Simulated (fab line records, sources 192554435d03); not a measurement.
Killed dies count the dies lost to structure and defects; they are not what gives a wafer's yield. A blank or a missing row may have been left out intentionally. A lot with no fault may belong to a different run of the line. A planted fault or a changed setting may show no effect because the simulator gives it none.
Which of the tools did it? -- flow n5-finfet -- 11 lots, 32 wafers sampled, at 3 steps of a route of 1938

## WHAT THE GAUGES READ, wafer by wafer
N5_MIM_TOP_LITHO_CD_MEAS_08: the cd target is 2000 nm. Usual: 2000.1 nm for cd-nm, sd 1.6.
lot,measured,on,cd-nm (nm),flag
L609,day 13 03:47,cd-sem-01,2001.5 1998.2 2000.5,
L610,day 13 16:59,cd-sem-01,2001.3 2001.2 2001.1,
L611,day 13 22:40,cd-sem-01,2000.0 2001.8 2000.9,
L612,day 14 04:52,cd-sem-03,2000.3 2000.0 2000.1,
L614,day 15 05:04,cd-sem-01,1995.4 2000.1 2001.4,
L620,day 15 21:58,cd-sem-03,1997.8 1993.6,
L625,day 16 18:35,cd-sem-01,2001.1 2001.9 2000.6,
L623,day 17 14:05,cd-sem-03,1999.8 2002.7 2000.5,
L626,day 18 14:52,cd-sem-01,2000.8 1999.4 2001.2,
L628,day 19 05:53,cd-sem-02,1999.9 2001.2 1997.4,
L630,day 19 14:58,cd-sem-03,1998.4 2000.3 1997.7,

N5_MIM_TOP_LITHO_INSPECT_12: inspects for defects (macro). Usual: 1.9 for raw-defect-count, sd 1.4.
lot,measured,on,raw-defect-count,flag
L609,day 13 03:51,defect-inspect-01,2 2 6,
L610,day 13 17:03,defect-inspect-02,1 1 6,
L611,day 13 22:43,defect-inspect-02,1 3 0,
L612,day 14 04:55,defect-inspect-02,1 2 3,
L614,day 15 05:08,defect-inspect-01,2 2 1,
L620,day 15 22:02,defect-inspect-02,2 2,
L625,day 16 18:38,defect-inspect-02,2 2 1,
L623,day 17 14:09,defect-inspect-01,3 0 3,
L626,day 18 14:55,defect-inspect-01,4 1 1,
L628,day 19 05:56,defect-inspect-02,1 4 0,
L630,day 19 15:01,defect-inspect-02,0 2 1,

## WHICH TOOL RAN EACH LOT (tool, then ch and the chambers of the sampled wafers, then the start)
lot,N5_MIM_TOP_LITHO_DEVELOP_07
L609,"litho-track-02 ch 0, day 13 03:41"
L610,"litho-track-05 ch 0, day 13 16:53"
L611,"litho-track-03 ch 0, day 13 22:33"
L612,"litho-track-02 ch 0, day 14 04:45"
L614,"litho-track-03 ch 0, day 15 04:58"
L620,"litho-track-03 ch 0, day 15 21:52"
L625,"litho-track-02 ch 0, day 16 18:28"
L623,"litho-track-05 ch 0, day 17 13:59"
L626,"litho-track-02 ch 0, day 18 14:44"
L628,"litho-track-02 ch 0, day 19 05:47"
L630,"litho-track-03 ch 0, day 19 14:50"
- N5_MIM_TOP_LITHO_DEVELOP_07: develop time 60 s.

## AS READ BY THE TOOLS THEMSELVES (means over the sampled wafers that have a number; for cases with no such wafer, the mark the record gives instead)
N5_MIM_TOP_LITHO_DEVELOP_07. Usual: 21.00 C for developer-temp-C, sd 0.11.
lot,tool,developer-temp-C (C),flag
L609,litho-track-02,20.94,
L610,litho-track-05,21.13,
L611,litho-track-03,21.00,
L612,litho-track-02,21.19,
L614,litho-track-03,20.88,
L620,litho-track-03,21.02,
L625,litho-track-02,21.09,
L623,litho-track-05,21.09,
L626,litho-track-02,21.07,
L628,litho-track-02,20.96,
L630,litho-track-03,21.00,

## THE ANSWER, worked out from the rows above alone
Rule: lot off if the mean of its wafers having a number is beyond 3 standard deviations from the usual mean. Also off: a lot with no number at a reading for which 4 or more lots have one. Where the step has rows for the other lots, those lots are counted as sound. The gauges are gone through in route order, then the tools' own readings, and for those a lot's mean is taken as printed above. At the first step where some lot is off, the reading lying furthest off is the one used; lots without a number count as furthest.
Nothing can be told from this: no lot is off at any reading shown.

## WHAT WAS PUT IN BY THE SIMULATOR
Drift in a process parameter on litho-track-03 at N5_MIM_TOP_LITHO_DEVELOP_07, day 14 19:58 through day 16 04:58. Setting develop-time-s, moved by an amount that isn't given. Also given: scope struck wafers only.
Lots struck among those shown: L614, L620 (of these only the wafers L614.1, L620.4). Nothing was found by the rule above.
